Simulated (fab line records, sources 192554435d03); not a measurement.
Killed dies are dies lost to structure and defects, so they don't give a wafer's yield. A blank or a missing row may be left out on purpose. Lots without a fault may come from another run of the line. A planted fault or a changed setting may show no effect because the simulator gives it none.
Chamber matching | flow n5_finfet | N5_FIN_CUT_ETCH_30 on rie_diel-04: 4 sister chambers
The step etches underlayer in N2/H2, target depth 13 nm, time 10.4 s. 18 wafers are shown with their chamber, then 9 later ones without.

WAFERS WITH THEIR CHAMBER
wafer  | chamber | showerhead_plenum_p_Torr (Torr) | drypump_motor_current_A (A) | throttle_valve_pct (%)
L077.4 | 1       | 2.42                            | 6.3                         | 18.10
L077.5 | 1       | 2.43                            | 6.3                         | 18.09
L077.6 | 0       | 2.52                            | 5.8                         | 17.94
L078.2 | 0       | 2.52                            | 5.8                         | 17.93
L078.3 | 3       | 2.52                            | 5.7                         | 18.07
L078.6 | 3       | 2.52                            | 5.7                         | 18.05
L079.1 | 2       | 2.68                            | 5.3                         | 18.03
L079.4 | 0       | 2.51                            | 5.8                         | 17.94
L079.6 | 3       | 2.52                            | 5.6                         | 18.08
L081.1 | 2       | 2.68                            | 5.2                         | 18.04
L081.2 | 3       | 2.52                            | 5.6                         | 18.06
L081.6 | 2       | 2.68                            | 5.2                         | 18.04
L084.1 | 3       | 2.52                            | 5.7                         | 18.08
L084.3 | 2       | 2.67                            | 5.3                         | 18.05
L084.4 | 1       | 2.42                            | 6.3                         | 18.12
L085.1 | 3       | 2.52                            | 5.7                         | 18.10
L085.4 | 1       | 2.42                            | 6.3                         | 18.12
L085.6 | 2       | 2.67                            | 5.2                         | 18.06

SIGNATURES (means of the wafers above)
reading                  | chamber 0 | chamber 1 | chamber 2 | chamber 3 | scatter within a chamber
showerhead_plenum_p_Torr | 2.5167    | 2.4225    | 2.6760    | 2.5200    | 0.00432
drypump_motor_current_A  | 5.800     | 6.300     | 5.240     | 5.667     | 0.0425
throttle_valve_pct       | 17.9367   | 18.1075   | 18.0440   | 18.0733   | 0.0141
Rule: a wafer's distance from a chamber is the root of the sum, over the readings, of the square of ((its reading less the chamber's mean) divided by the reading's scatter). The wafer belongs to the nearest chamber; if the next one is less than 2 further off, it can't be placed. The scatter: the root of (the sum of the squares of (reading less its chamber's mean) over the shown wafers, divided by (wafers less chambers)).

WAFERS WITHOUT THEIR CHAMBER
wafer  | showerhead_plenum_p_Torr (Torr) | drypump_motor_current_A (A) | throttle_valve_pct (%)
L093.2 | 2.42                            | 6.3                         | 18.14
L093.4 | 2.51                            | 5.7                         | 18.10
L093.6 | 2.67                            | 5.2                         | 18.08
L095.2 | 2.41                            | 6.3                         | 18.14
L095.5 | 2.67                            | 5.2                         | 18.08
L095.6 | 2.51                            | 5.8                         | 17.56
L097.1 | 2.51                            | 5.7                         | 18.08
L097.5 | 2.67                            | 5.2                         | 18.08
L097.6 | 2.51                            | 5.7                         | 18.11

WHICH CHAMBER EACH WENT THROUGH
wafer  | from the rows above | in truth
L093.2 | 1                   | 1
L093.4 | 3                   | 3
L093.6 | 2                   | 2
L095.2 | 1                   | 1
L095.5 | 2                   | 2
L095.6 | 0                   | 0
L097.1 | 3                   | 3
L097.5 | 2                   | 2
L097.6 | 3                   | 3
Placed correctly: 9 of 9. Can't be placed from these rows: 0. Placed wrongly: 0.
